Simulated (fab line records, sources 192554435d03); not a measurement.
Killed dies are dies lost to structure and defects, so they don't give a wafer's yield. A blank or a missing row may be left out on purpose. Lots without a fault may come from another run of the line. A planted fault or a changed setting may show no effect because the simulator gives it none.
Chamber matching | flow n5_finfet | N5_BEOL_M3_CO_CAP_55 on cvd_co-01: 3 sister chambers
The step material Co, precursor CCTBA/H2, target thk 2 nm, time 102.1 s. 3 wafers are shown with their chamber, then 10 later ones without.

WAFERS WITH THEIR CHAMBER
wafer  | chamber | heater_power_w (W)
L088.5 | 0       | 222
L088.6 | 1       | 239
L087.5 | 2       | 259

WAFERS WITHOUT THEIR CHAMBER
wafer  | heater_power_w (W)
L087.6 | 224
L092.1 | 257
L092.2 | 242
L092.3 | 224
L095.2 | 258
L095.5 | 265
L095.6 | 241
L097.3 | 221
L097.4 | 229
L097.5 | 247

WHICH CHAMBER EACH WENT THROUGH
wafer  | from the rows above     | in truth
L087.6 | 0                       | 0
L092.1 | 2                       | 2
L092.2 | 1                       | 1
L092.3 | 0                       | 0
L095.2 | 2                       | 2
L095.5 | 2                       | 2
L095.6 | 1                       | 1
L097.3 | 0                       | 0
L097.4 | can't be placed: 0 or 1 | 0
L097.5 | can't be placed: 1 or 2 | 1
Placed correctly: 8 of 10. Can't be placed from these rows: 2 (the true chamber is among the candidates in 2). Placed wrongly: 0.
How it was worked out, from the rows above alone: a wafer's distance from a chamber is the root of the sum, over the readings, of the square of ((its reading less the chamber's mean) divided by the reading's scatter). The wafer belongs to the nearest chamber; if the next one is less than 2 further off, it can't be placed. A chamber's mean is the mean of its shown wafers. The scatter: with one shown wafer a chamber, the root of the mean of the squares of how far each hidden wafer lies from its nearest shown one.
